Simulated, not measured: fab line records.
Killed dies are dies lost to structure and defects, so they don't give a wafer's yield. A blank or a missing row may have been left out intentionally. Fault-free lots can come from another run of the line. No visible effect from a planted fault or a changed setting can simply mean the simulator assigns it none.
A single fault, viewed from 2 desks + flow n5 finfet + only its own numbers are on each desk; what lay behind them is given at the end

## METROLOGY DESK
Means of the sampled wafers that have a number, per lot and without regard to the tool the lot ran on: this is what the gauges read. A lot is out of limits, marked OUT, if its mean lies more than 4 standard deviations from the usual mean; the brackets give that distance.
Columns: A = M0_RS at N5_BEOL_M0_RS_MEAS_126, usual 0.537 ohm/sq; B = M1_ILD_THK at N5_BEOL_M1_THK_MEAS_01, usual 78.5 nm; C = cd nm at N5_BEOL_M1_CD_MEAS_11, usual 17.02 nm; D = M1_OVL at N5_BEOL_M1_OVL_MEAS_12, usual -0.5 nm
| lot  | first seen here | A     | B    | C     | D    |
|------|-----------------|-------|------|-------|------|
| L599 | day 6 01:41     | 0.530 | 77.8 | 16.56 | -0.7 |
| L607 | day 8 02:07     | 0.534 | 77.7 | 17.17 | -1.4 |
| L613 | day 9 11:01     | 0.522 | 77.4 | 16.85 | -0.8 |
| L615 | day 9 20:34     | 0.543 | 78.8 | 16.76 | 0.4  |
| L616 | day 10 11:53    | 0.567 | 80.6 | 17.08 | 0.1  |
| L619 | day 11 03:12    | 0.551 | 78.0 | 17.04 | -0.5 |
This desk's verdict: no lot among the 6 shows anything out of limits.

## DESK OF THE TOOL OWNER: pvd sputter-03
The tool's own readings at N5_BEOL_M0_SPUTTER_132 (material Cu, target thk 4 nm, time 7.37 s): means of the sampled wafers that have a number, for each lot that ran on this tool. A lot is out of limits, marked OUT, if its mean lies more than 4 standard deviations from the usual mean; the brackets give that distance.
Columns: A = chuck sensor temp C at N5_BEOL_M0_SPUTTER_132, usual -16.02 C; B = susceptor temp C at N5_BEOL_M0_SPUTTER_132, usual -20.01 C; C = throttle valve pct at N5_BEOL_M0_SPUTTER_132, usual 30.3 %
| lot  | first seen here | A      | B      | C    |
|------|-----------------|--------|--------|------|
| L607 | day 8 00:50     | -15.59 | -19.94 | 30.2 |
| L613 | day 9 09:06     | -16.17 | -19.98 | 30.8 |
| L615 | day 9 18:57     | -16.15 | -20.04 | 30.8 |
This desk's verdict: no lot among the 3 shows anything out of limits.

## BROUGHT TOGETHER
Nothing out of limits was seen by the metrology desk.
The tool owner's desk saw nothing out of limits.

## WHAT THE SIMULATOR PUT IN
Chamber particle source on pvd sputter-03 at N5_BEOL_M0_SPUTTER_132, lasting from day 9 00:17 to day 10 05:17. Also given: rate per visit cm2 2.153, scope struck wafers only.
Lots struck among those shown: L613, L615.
